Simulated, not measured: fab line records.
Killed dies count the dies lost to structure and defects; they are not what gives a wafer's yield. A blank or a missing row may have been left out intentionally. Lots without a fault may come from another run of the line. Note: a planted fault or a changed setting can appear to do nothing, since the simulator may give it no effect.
Matching of chambers :: flow n5Finfet :: 4 sister chambers for N5_BEOL_M11_VIA_ETCH_34 on rieDiel-01
The step etches SiCOH lowk in C4F6/O2, target depth 184.5 nm, time 69.2 s. 4 wafers are shown with their chamber, then 11 later ones without.

## EACH WAFER AND ITS CHAMBER
wafer: L082.5
chamber: 0
showerheadPlenumPTorr (Torr): 2.85

wafer: L086.1
chamber: 2
showerheadPlenumPTorr (Torr): 2.85

wafer: L086.5
chamber: 3
showerheadPlenumPTorr (Torr): 2.70

wafer: L088.1
chamber: 1
showerheadPlenumPTorr (Torr): 2.90

## WAFERS WITH NO CHAMBER GIVEN
wafer: L088.2
showerheadPlenumPTorr (Torr): 2.70

wafer: L088.6
showerheadPlenumPTorr (Torr): 2.90

wafer: L091.1
showerheadPlenumPTorr (Torr): 2.84

wafer: L091.2
showerheadPlenumPTorr (Torr): 2.89

wafer: L091.3
showerheadPlenumPTorr (Torr): 2.85

wafer: L093.2
showerheadPlenumPTorr (Torr): 2.85

wafer: L093.3
showerheadPlenumPTorr (Torr): 2.84

wafer: L093.4
showerheadPlenumPTorr (Torr): 2.85

wafer: L095.1
showerheadPlenumPTorr (Torr): 2.83

wafer: L095.4
showerheadPlenumPTorr (Torr): 2.84

wafer: L095.5
showerheadPlenumPTorr (Torr): 2.85

## WHICH CHAMBER EACH WENT THROUGH
wafer: L088.2
from the rows above: 3
in truth: 3

wafer: L088.6
from the rows above: 1
in truth: 1

wafer: L091.1
from the rows above: can't be placed: 0 or 2
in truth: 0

wafer: L091.2
from the rows above: 1
in truth: 1

wafer: L091.3
from the rows above: can't be placed: 0 or 2
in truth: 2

wafer: L093.2
from the rows above: can't be placed: 0 or 2
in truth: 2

wafer: L093.3
from the rows above: can't be placed: 0 or 2
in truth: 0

wafer: L093.4
from the rows above: can't be placed: 0 or 2
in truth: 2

wafer: L095.1
from the rows above: can't be placed: 0 or 2
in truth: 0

wafer: L095.4
from the rows above: can't be placed: 0 or 2
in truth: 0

wafer: L095.5
from the rows above: can't be placed: 0 or 2
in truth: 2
Correct placement for 3 of the 11. Can't be placed from these rows: 8 (the true chamber is among the candidates in 8). Number placed wrongly: 0.
How it was worked out, from the rows above alone: a wafer's distance from a chamber is the root of the sum, over the readings, of the square of ((its reading less the chamber's mean) divided by the reading's scatter). If the next closest chamber is less than 2 further off than the closest, the wafer can't be placed; otherwise it belongs to the closest. The mean given for a chamber averages the wafers shown for that chamber. The scatter: root of mean squared gap, hidden wafer to nearest shown wafer, with one shown wafer a chamber.
